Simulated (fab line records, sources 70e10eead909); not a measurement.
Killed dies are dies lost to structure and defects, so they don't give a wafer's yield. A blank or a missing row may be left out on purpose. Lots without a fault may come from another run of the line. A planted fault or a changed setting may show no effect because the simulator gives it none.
fab line records | flow nand_harc
record lots=12 wafers=36 last_day=34
route steps=1302 shown A_STAIRCASE@773 END@1302
lots that met no fault: from a run of the same line without faults
start_h: hours from the record's first day to the start of the lot's first wafer shown | wait_h: hours since the lot's step before | " the same as in the row above | L1.1+2: a row that stands for several wafers | - no value, or no start given | * or withheld: withheld | < > ~ a bound
route shown NAME@n: a module of which the file shows steps, and the number in the route of the first | usual: mean/standard deviation of fault-free wafers | same: alike in all rows | chamber/n: place in a boat | sites: the reading at each site | _std_site: their standard deviation | _edge_site: outer sites' mean less inner sites' | radius_mm: how far each site lies from the wafer's centre | mask NAME#n: copy n | behind: the tool/chamber that last shaped the wafer | hold: why the lot was held/for how many hours/how that ended | device: the transistor (n, p or np) that didn't switch | end of line: the same wafers' tests at the end of the route | a step without rows: its recipe alone | killed: dies lost to structure and defects at the first sort, not the wafer's yield | map: a wafer's dies, x killed, . not, _ none there
set.NAME: the setting as run; set.NAME@STEP: as run at that earlier step | model.NAME: the simulator's own value behind a step, which no gauge read
steps of the route over a sample of lots; a table a step, a row a wafer
services: from which hour (start_h, from the record's first day; less than 0 if before it) a tool's chamber was out of use, for how many hours, and why
## steps
# step NHARC_A_STAIRCASE_DEP_259
# recipe target_thk_a=300 target_thk_nm=30 temp_c=400 pressure_torr=3.5 flow_sccm=200 rf_w=350 material=SiON
# usual heater_power_w=743/84
# columns lot.wafer tool chamber start_h wait_h heater_power_w since_wet_clean_h
L104.2 pecvd-02 2 368.05 1.4 755 128
L104.3 " 0 " " 614 128
L104.5 " 0 " " 621 -
L107.1 pecvd-02 1 386.04 1.5 793 146
L107.2 " 0 " " 648 146
L107.5 " 2 " " 755 -
L108.3 pecvd-01 2 411.46 0.9 694 87
L108.1 " 0 " " 671 87
L108.5 " 2 " " 725 -
L110.2 pecvd-04 2 434.41 1.4 641 151
L110.5 " 1 " " 789 -
L110.6 " 2 " " 650 -
L111.1 pecvd-04 0 434.59 1.8 738 152
L111.6 " 2 " " 712 -
L111.4 " 0 " " 733 -
L112.2 pecvd-02 2 446.78 1.3 865 26
L112.1 " 1 " " 755 26
L112.5 " 1 " " 754 -
L118.2 pecvd-02 1 511.26 1.3 782 90
L118.4 " 2 " " 857 -
L118.6 " 0 " " 599 -
L120.1 pecvd-02 1 528.70 1.6 782 108
L120.3 " 2 " " 736 108
L120.6 " 1 " " 751 -
L121.3 pecvd-01 2 529.96 0.9 764 24
L121.2 " 1 " " 846 24
L121.4 " 2 " " 724 -
L123.1 pecvd-02 2 556.43 1.5 731 135
L123.3 " 2 " " 723 -
L123.5 " 1 " " 761 -
L122.3 pecvd-04 1 558.34 1.0 893 94
L122.4 " 2 " " 733 -
L122.6 " 0 " " 672 -
L127.2 pecvd-02 1 605.43 1.3 760 3
L127.3 " 2 " " 747 3
L127.6 " 1 " " 777 -
# step NHARC_A_STAIRCASE_DESCUM_270
# recipe time_s=3 o2_flow_sccm=200 ar_flow_sccm=0 bias_power_w=0 chemistry=O2
# usual drypump_motor_current_A=5.61/0.29 oes_product_au=1.001/0.0071 rf_vpp_V=57.7/0.88 showerhead_plenum_p_Torr=1.92/0.09 throttle_valve_pct=11.311/0.0092
# columns lot.wafer tool chamber start_h wait_h drypump_motor_current_A oes_product_au rf_hours_counter_h rf_vpp_V showerhead_plenum_p_Torr throttle_valve_pct
L104.2 rie_diel-02 2 369.02 - 6.01 1.013 46 58.1 1.86 11.324
L104.3 " 3 " " 5.25 1.004 51 57.1 1.96 11.313
L104.5 " 1 " " 5.76 1.002 - 58.7 2.05 11.295
L107.2 rie_diel-02 1 386.92 - 5.75 1.009 51 57.7 2.04 11.314
L107.1 " 2 " " 6.02 1.006 53 57.7 1.85 11.301
L107.5 " 0 " " 5.65 1.017 - 56.2 1.79 11.305
L108.1 rie_diel-04 1 412.44 - 5.68 1.000 15 58.6 1.97 11.307
L108.3 " 0 " " 5.60 1.009 15 58.5 1.98 11.317
L108.5 " 2 " " 5.94 0.996 - 58.0 1.95 11.313
L110.2 rie_diel-02 1 435.35 - 5.80 0.992 11 60.1 2.04 11.294
L110.5 " 0 " " 5.66 0.993 - 56.2 1.79 11.306
L110.6 " 1 " " 5.80 0.996 - 56.9 2.04 11.329
L111.1 rie_diel-04 2 435.51 - 5.92 1.004 23 57.7 1.95 11.310
L111.4 " 3 " " 4.98 0.991 22 57.3 1.87 11.314
L111.6 " 2 " " 5.97 0.997 - 58.2 1.95 11.292
L112.1 rie_diel-04 3 447.64 - 4.94 0.995 25 56.8 1.87 11.323
L112.2 " 1 " " 5.74 0.995 26 58.3 1.97 11.298
L112.5 " 3 " " 4.97 1.001 - 57.5 1.87 11.306
L118.2 rie_diel-04 2 512.18 - 5.97 0.995 51 57.8 1.94 11.299
L118.4 " 3 " " 4.98 1.008 50 57.3 1.87 11.329
L118.6 " 3 " " 4.97 1.009 - 57.5 1.87 11.320
L120.3 rie_diel-04 1 529.55 - 5.74 1.001 58 57.9 1.96 11.325
L120.1 " 2 " " 5.97 0.997 57 56.2 1.94 11.322
L120.6 " 2 " " 5.95 1.002 - 58.4 1.94 11.305
L121.2 rie_diel-11 3 530.94 - 5.71 0.994 30 57.8 1.97 11.312
L121.3 " 0 " " 5.32 0.999 33 55.8 1.77 11.312
L121.4 " 2 " " 5.83 0.994 24 57.9 2.07 11.317
L123.3 rie_diel-04 1 557.38 - 5.72 1.012 6 58.7 1.95 11.313
L123.1 " 3 " " 4.95 1.006 4 57.3 1.86 11.309
L123.5 " 0 " " 5.60 1.011 - 58.1 1.97 11.317
L122.3 rie_diel-11 1 559.26 - 5.77 1.017 38 55.1 1.83 11.305
L122.4 " 3 " " 5.72 1.013 40 56.8 1.97 11.300
L122.6 " 1 " " 5.75 1.004 - 59.0 1.83 11.310
L127.3 rie_diel-11 0 606.39 - 5.35 0.995 65 57.3 1.77 11.315
L127.2 " 3 " " 5.72 1.002 56 57.3 1.97 11.317
L127.6 " 0 " " 5.34 0.993 - 56.0 1.76 11.305
# step NHARC_A_STAIRCASE_HM_OPEN_457
# recipe o2_flow_sccm=400 cos_flow_sccm=20 ar_flow_sccm=0 rf_w=500 bias_w=300 chemistry=O2/COS
# usual drypump_motor_current_A=5.6/0.3 oes_product_au=1.002/0.0072 rf_vpp_V=467/3.1 showerhead_plenum_p_Torr=3.13/0.14 throttle_valve_pct=28.330/0.0089
# columns lot.wafer tool chamber start_h wait_h drypump_motor_current_A oes_product_au rf_hours_counter_h rf_vpp_V showerhead_plenum_p_Torr throttle_valve_pct
L104.3 rie_diel-02 3 - - 5.2 0.999 51 468 3.19 28.337
L104.2 " 0 " " 5.6 1.004 50 462 2.93 28.332
L104.5 " 0 " " 5.6 1.013 - 463 2.93 28.328
L107.2 rie_diel-02 1 - - 5.8 0.996 51 470 3.32 28.330
L107.1 " 2 " " 6.0 1.006 53 465 3.03 28.333
L107.5 " 0 " " 5.6 0.995 - 464 2.93 28.321
L108.1 rie_diel-04 3 - - 5.0 0.997 16 466 3.06 28.328
L108.3 " 2 " " 6.0 0.996 16 469 3.19 28.336
L108.5 " 3 " " 5.0 0.995 - 466 3.06 28.331
L110.2 rie_diel-02 2 - - 6.0 0.997 11 467 3.02 28.328
L110.5 " 3 " " 5.2 0.998 - 469 3.18 28.333
L110.6 " 0 " " 5.7 0.995 - 463 2.93 28.323
L111.4 rie_diel-04 0 - - 5.6 1.008 21 469 3.23 28.341
L111.1 " 2 " " 6.0 1.002 23 469 3.18 28.336
L111.6 " 3 " " 5.0 1.010 - 465 3.06 28.332
L112.1 rie_diel-04 1 - - 5.7 1.001 26 469 3.20 28.328
L112.2 " 2 " " 5.9 0.992 26 469 3.18 28.319
L112.5 " 3 " " 5.0 1.002 - 466 3.06 28.324
L118.4 rie_diel-04 0 - - 5.6 1.003 48 467 3.21 28.323
L118.2 " 2 " " 5.9 1.000 51 467 3.17 28.326
L118.6 " 0 " " 5.6 0.998 - 470 3.21 28.334
L120.3 rie_diel-04 0 - - 5.6 1.010 56 470 3.21 28.339
L120.1 " 1 " " 5.7 0.999 58 467 3.19 28.335
L120.6 " 3 " " 5.0 1.004 - 467 3.04 28.318
L121.3 rie_diel-11 1 - - 5.7 1.003 27 463 3.00 28.326
L121.2 " 2 " " 5.8 0.993 24 471 3.36 28.329
L121.4 " 3 " " 5.7 1.011 30 468 3.22 28.327
L123.3 rie_diel-04 0 - - 5.6 1.008 6 470 3.21 28.328
L123.1 " 3 " " 5.0 1.007 4 466 3.04 28.337
L123.5 " 1 " " 5.7 1.011 - 470 3.18 28.336
L122.4 rie_diel-11 1 - - 5.7 1.013 38 464 3.00 28.322
L122.3 " 3 " " 5.7 1.017 40 470 3.21 28.340
L122.6 " 0 " " 5.4 1.022 - 462 2.90 28.344
L127.3 rie_diel-11 2 - - 5.8 0.998 50 472 3.35 28.320
L127.2 " 3 " " 5.7 0.998 56 469 3.20 28.326
L127.6 " 0 " " 5.3 0.993 - 462 2.89 28.329
# step NHARC_A_STAIRCASE_STRIP_274
# recipe o2_flow_sccm=500 ar_flow_sccm=0 bias_w=0 chemistry=O2
# usual bias_w=0/0 chamber_pressure_mTorr=60.00/0.053 drypump_motor_current_A=5.62/0.3 oes_product_au=1.001/0.0072 rf_vpp_V=57.8/1 showerhead_plenum_p_Torr=3.54/0.16 throttle_valve_pct=17.035/0.0098
# columns lot.wafer tool chamber start_h wait_h bias_w chamber_pressure_mTorr drypump_motor_current_A oes_product_au rf_hours_counter_h rf_vpp_V showerhead_plenum_p_Torr throttle_valve_pct
L104.3 rie_diel-02 1 371.22 - 0 60.04 5.79 1.003 44 59.1 3.76 17.034
L104.2 " 2 " " 0 59.96 6.02 1.006 47 58.3 3.43 17.026
L104.5 " 1 " " 0 59.94 5.77 1.003 - 59.0 3.76 17.024
L107.1 rie_diel-02 2 389.10 - 0 59.95 6.04 1.001 53 56.5 3.43 17.032
L107.2 " 3 " " 0 60.12 5.25 0.998 59 57.9 3.60 17.035
L107.5 " 2 " " 0 59.95 6.02 1.000 - 56.8 3.43 17.013
L108.3 rie_diel-04 0 415.13 - 0 60.08 5.59 1.007 16 57.2 3.65 17.039
L108.1 " 2 " " 0 60.01 5.99 0.987 17 57.7 3.60 17.040
L108.5 " 0 " " 0 59.94 5.60 0.998 - 58.3 3.65 17.025
L110.2 rie_diel-02 3 437.61 - 0 60.00 5.19 0.987 11 57.3 3.60 17.028
L110.5 " 1 " " 0 59.94 5.80 0.995 - 58.4 3.74 17.034
L110.6 " 2 " " 0 59.90 6.02 0.997 - 56.6 3.42 17.041
L111.1 rie_diel-04 0 437.86 - 0 60.01 5.63 1.015 23 60.3 3.64 17.037
L111.4 " 3 " " 0 60.02 5.01 1.006 23 57.2 3.46 17.037
L111.6 " 1 " " 0 59.95 5.76 1.001 - 58.0 3.62 17.037
L112.1 rie_diel-04 2 449.88 - 0 59.97 5.95 0.992 27 56.8 3.59 17.031
L112.2 " 3 " " 0 60.01 4.99 0.994 26 57.9 3.46 17.042
L112.5 " 0 " " 0 59.88 5.63 1.005 - 58.3 3.64 17.034
L118.2 rie_diel-04 0 517.58 - - - - - - - - -
L118.4 " 0 " " - - - - - - - -
L118.6 " 3 " " - - - - - - - -
L120.1 rie_diel-02 2 532.05 - - - - - - - - -
L120.3 " 2 " " - - - - - - - -
L120.6 " 1 " " - - - - - - - -
L121.3 rie_diel-11 3 533.41 - - - - - - - - -
L121.2 " 0 " " - - - - - - - -
L121.4 " 1 " " - - - - - - - -
L123.3 rie_diel-04 0 559.63 - 0 60.06 5.58 1.002 7 57.5 3.62 17.051
L123.1 " 1 " " 0 60.04 5.72 1.005 7 58.0 3.60 17.051
L123.5 " 2 " " 0 59.99 5.97 1.013 - 57.9 3.57 17.042
L122.3 rie_diel-11 0 561.52 - 0 60.01 5.34 1.016 47 56.9 3.28 17.038
L122.4 " 1 " " 0 60.06 5.76 1.011 39 57.0 3.39 17.024
L122.6 " 2 " " 0 59.96 5.81 1.005 - 56.9 3.79 17.051
L127.2 rie_diel-11 3 609.10 - 0 59.98 5.72 0.999 58 57.8 3.62 17.029
L127.3 " 0 " " 0 60.04 5.37 0.995 67 58.4 3.27 17.019
L127.6 " 3 " " 0 59.95 5.72 1.015 - 57.9 3.62 17.030
# step NHARC_END_SORT_01
# recipe temp_c=25
# usual killed_at_array=62/16 killed_at_other=0.8/1.1 killed_at_periphery=4/3.2 killed_dies=67/16 killed_open=3.5/1.9 killed_short=2.1/1.5
# same gross_dies=677
# columns lot.wafer tool chamber start_h wait_h killed_at_array killed_at_other killed_at_periphery killed_dies killed_open killed_short
L107.1 prober-02 0 582.81 2.5 87 0 6 93 5 3
L107.2 prober-02 0 583.62 2.8 90 0 5 95 4 6
L107.5 prober-02 0 586.05 3.7 68 0 15 83 2 5
L108.1 prober-01 0 594.14 2.5 85 0 4 89 3 2
L108.3 prober-01 0 595.73 3.1 87 0 5 92 6 0
L108.5 prober-01 0 597.33 3.7 86 0 3 89 8 3
L111.1 prober-02 0 631.26 2.5 86 1 0 87 4 3
L111.4 prober-02 0 633.68 3.4 82 2 5 89 3 1
L111.6 prober-02 0 635.29 4.0 76 0 3 79 4 1
L110.2 prober-01 0 632.03 2.8 57 3 7 67 8 2
L110.5 prober-01 0 634.42 3.7 62 2 8 72 1 4
L110.6 prober-01 0 635.21 4.0 63 1 4 68 2 1
L112.1 prober-01 0 649.19 2.5 58 0 16 74 3 5
L112.2 prober-01 0 649.99 2.8 57 0 14 71 6 5
L112.5 prober-01 0 652.38 3.7 55 0 6 61 3 2
L118.2 prober-01 0 698.84 2.8 49 1 1 51 3 1
# killed by level:class
L107.1 A_CHANNEL_HOLE_D2:chamber_film_flake=35 A_CHANNEL_HOLE_D1:chamber_film_flake=33 P_GATE:chamber_film_flake=4 A_CONTACT:chamber_film_flake=4 A_STAIRCASE:chamber_film_flake=3 P_M1:chamber_film_flake=2 A_WL_FILL:chamber_film_flake=2 A_ONON_D1:geometric_particle:open=1
L107.2 A_CHANNEL_HOLE_D1:chamber_film_flake=38 A_CHANNEL_HOLE_D2:chamber_film_flake=32 A_STAIRCASE:chamber_film_flake=5 P_GATE:chamber_film_flake=3 A_WL_FILL:chamber_film_flake=3 A_CHANNEL_FILL_D1:chamber_film_flake=2 P_M2:geometric_particle:short=1 A_CHANNEL_FILL_D1:geometric_particle:open=1
L107.5 A_CHANNEL_HOLE_D1:chamber_film_flake=29 A_CHANNEL_HOLE_D2:chamber_film_flake=28 P_M1:chamber_film_flake=5 P_ZERO_WELL:chamber_film_flake=3 P_STI:chamber_film_flake=3 P_GATE:chamber_film_flake=3 A_STAIRCASE:chamber_film_flake=3 A_CONTACT:chamber_film_flake=2
L108.1 A_CHANNEL_HOLE_D1:chamber_film_flake=33 A_SLIT:chamber_film_flake=23 A_CHANNEL_HOLE_D2:chamber_film_flake=11 A_CONTACT:chamber_film_flake=8 P_STI:chamber_film_flake=3 A_CHANNEL_FILL_D2:chamber_film_flake=3 A_ONON_D1:geometric_particle:open=1 A_ONON_D2:geometric_particle:short=1
L108.3 A_CHANNEL_HOLE_D1:chamber_film_flake=37 A_SLIT:chamber_film_flake=24 A_CHANNEL_HOLE_D2:chamber_film_flake=9 A_CONTACT:chamber_film_flake=5 P_STI:chamber_film_flake=3 A_STAIRCASE:chamber_film_flake=3 A_CHANNEL_FILL_D2:chamber_film_flake=3 P_CONTACT:geometric_particle:open=2
L108.5 A_CHANNEL_HOLE_D1:chamber_film_flake=31 A_SLIT:chamber_film_flake=20 A_CHANNEL_HOLE_D2:chamber_film_flake=11 A_CONTACT:chamber_film_flake=4 A_M1:chamber_film_flake=4 A_ONON_D1:geometric_particle:open=2 A_WL_FILL:geometric_particle:open=2 A_CHANNEL_FILL_D1:chamber_film_flake=2
L111.1 A_CHANNEL_HOLE_D2:chamber_film_flake=32 A_SLIT:chamber_film_flake=31 A_CONTACT:chamber_film_flake=6 A_ZERO_WELL:chamber_film_flake=3 A_CHANNEL_HOLE_D1:chamber_film_flake=3 A_ONON_D1:geometric_particle:short=1 A_CHANNEL_FILL_D1:geometric_particle:open=1 A_CHANNEL_FILL_D1:geometric_particle:short=1
L110.2 A_CHANNEL_HOLE_D1:chamber_film_flake=36 A_CHANNEL_HOLE_D2:chamber_film_flake=9 P_ZERO_WELL:chamber_film_flake=4 A_CONTACT:geometric_particle:open=3 A_CHANNEL_FILL_D1:geometric_particle:open=2 A_CONTACT:chamber_film_flake=2 THIN_TSV:chamber_film_flake=2 P_STI:geometric_particle:open=1
L111.4 A_CHANNEL_HOLE_D2:chamber_film_flake=34 A_SLIT:chamber_film_flake=32 P_ZERO_WELL:chamber_film_flake=4 A_CHANNEL_HOLE_D1:chamber_film_flake=4 A_CONTACT:chamber_film_flake=3 A_DECK1_JOINT:chamber_film_flake=2 THIN_TSV:chamber_film_flake=2 P_CONTACT:geometric_particle:open=1
L110.5 A_CHANNEL_HOLE_D1:chamber_film_flake=32 A_CHANNEL_HOLE_D2:chamber_film_flake=15 P_CONTACT:chamber_film_flake=4 A_CHANNEL_FILL_D1:geometric_particle:short=3 P_ZERO_WELL:chamber_film_flake=3 A_WL_FILL:chamber_film_flake=3 A_SLIT:chamber_film_flake=2 A_CONTACT:chamber_film_flake=2
L110.6 A_CHANNEL_HOLE_D1:chamber_film_flake=36 A_CHANNEL_HOLE_D2:chamber_film_flake=15 P_CONTACT:chamber_film_flake=4 A_CHANNEL_FILL_D2:chamber_film_flake=2 A_WL_FILL:chamber_film_flake=2 A_CONTACT:chamber_film_flake=2 A_CHANNEL_HOLE_D1:geometric_particle:short=1 A_CHANNEL_HOLE_D1:geometric_particle:open=1
L111.6 A_SLIT:chamber_film_flake=36 A_CHANNEL_HOLE_D2:chamber_film_flake=26 P_ZERO_WELL:chamber_film_flake=2 A_ZERO_WELL:chamber_film_flake=2 A_DECK1_JOINT:chamber_film_flake=2 A_WL_FILL:chamber_film_flake=2 A_CHANNEL_HOLE_D1:geometric_particle:open=1 A_CHANNEL_FILL_D1:geometric_particle:open=1
L112.1 A_SLIT:chamber_film_flake=31 P_CONTACT:chamber_film_flake=11 A_CHANNEL_HOLE_D2:chamber_film_flake=9 A_CHANNEL_HOLE_D1:chamber_film_flake=3 A_STAIRCASE:chamber_film_flake=3 P_ZERO_WELL:chamber_film_flake=2 A_DECK1_JOINT:chamber_film_flake=2 A_WL_FILL:chamber_film_flake=2
L112.2 A_SLIT:chamber_film_flake=29 A_CHANNEL_HOLE_D2:chamber_film_flake=10 P_CONTACT:chamber_film_flake=9 A_CHANNEL_HOLE_D1:chamber_film_flake=3 A_CONTACT:chamber_film_flake=3 P_GATE:geometric_particle:open=2 P_ZERO_WELL:chamber_film_flake=2 A_DECK1_JOINT:chamber_film_flake=2
L112.5 A_SLIT:chamber_film_flake=25 A_CHANNEL_HOLE_D2:chamber_film_flake=15 P_CONTACT:chamber_film_flake=4 A_CHANNEL_HOLE_D1:chamber_film_flake=3 A_CONTACT:chamber_film_flake=3 A_M0:chamber_film_flake=2 P_CONTACT:geometric_particle:open=1 A_CHANNEL_FILL_D1:geometric_particle:short=1
L118.2 A_SLIT:chamber_film_flake=30 A_CHANNEL_HOLE_D2:chamber_film_flake=9 A_CONTACT:chamber_film_flake=4 A_CHANNEL_HOLE_D1:chamber_film_flake=3 P_GATE:geometric_particle:short=1 A_CHANNEL_FILL_D1:geometric_particle:open=1 A_SLIT:geometric_particle:open=1 A_M0:geometric_particle:open=1
## services
# columns tool chamber start_h hours kind
rie_diel-02 1 345.74 9.2 repair
rie_diel-04 - 354.90 9.0 pm
rie_diel-04 0 354.90 9.0 vent_cycle
pecvd-04 0 362.24 26.8 repair
pecvd-02 - 388.33 2.9 repair
rie_diel-02 - 393.85 9.0 pm
pecvd-02 - 408.04 13.0 pm
pecvd-01 - 434.87 0.8 repair
rie_diel-11 - 435.05 9.0 pm
pecvd-04 - 451.47 13.0 pm
rie_diel-11 3 472.03 2.5 repair
rie_diel-11 2 475.80 1.7 repair
rie_diel-11 1 479.93 1.9 repair
pecvd-01 - 492.83 13.0 pm
rie_diel-11 2 499.34 4.3 repair
pecvd-02 2 503.27 3.4 repair
rie_diel-02 0 528.43 4.4 repair
rie_diel-04 - 531.90 9.0 pm
rie_diel-02 0 548.83 3.4 repair
pecvd-02 0 555.87 21.5 repair
rie_diel-02 - 573.09 9.0 pm
pecvd-02 - 589.04 13.0 pm
pecvd-01 0 590.07 2.0 repair
rie_diel-11 1 593.13 14.8 repair
## key
first_sign step=NHARC_A_STAIRCASE_STRIP_274 reading=tool_record direction=missing
effect none on later readings
met_at NHARC_A_STAIRCASE_STRIP_274
struck_lots L118,L120,L121
tester_left_out L118,L120,L121
not_acting_at NHARC_A_STAIRCASE_DEP_259,NHARC_A_STAIRCASE_DESCUM_270,NHARC_A_STAIRCASE_HM_OPEN_457
onset_between 449.88 517.58
fault kind=skipped_step_whole tool=rie_diel-02,rie_diel-04,rie_diel-11 chamber=- onset_h=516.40 steps=NHARC_A_STAIRCASE_STRIP_274 scope=struck_lots_only
# tester_left_out: of these lots the tester's yield and bins aren't shown, on N5 and GAA mostly nor the transistor test; their killed dies are dies lost to structure and defects alone, not to doping, threshold or leakage, so they don't give the yield
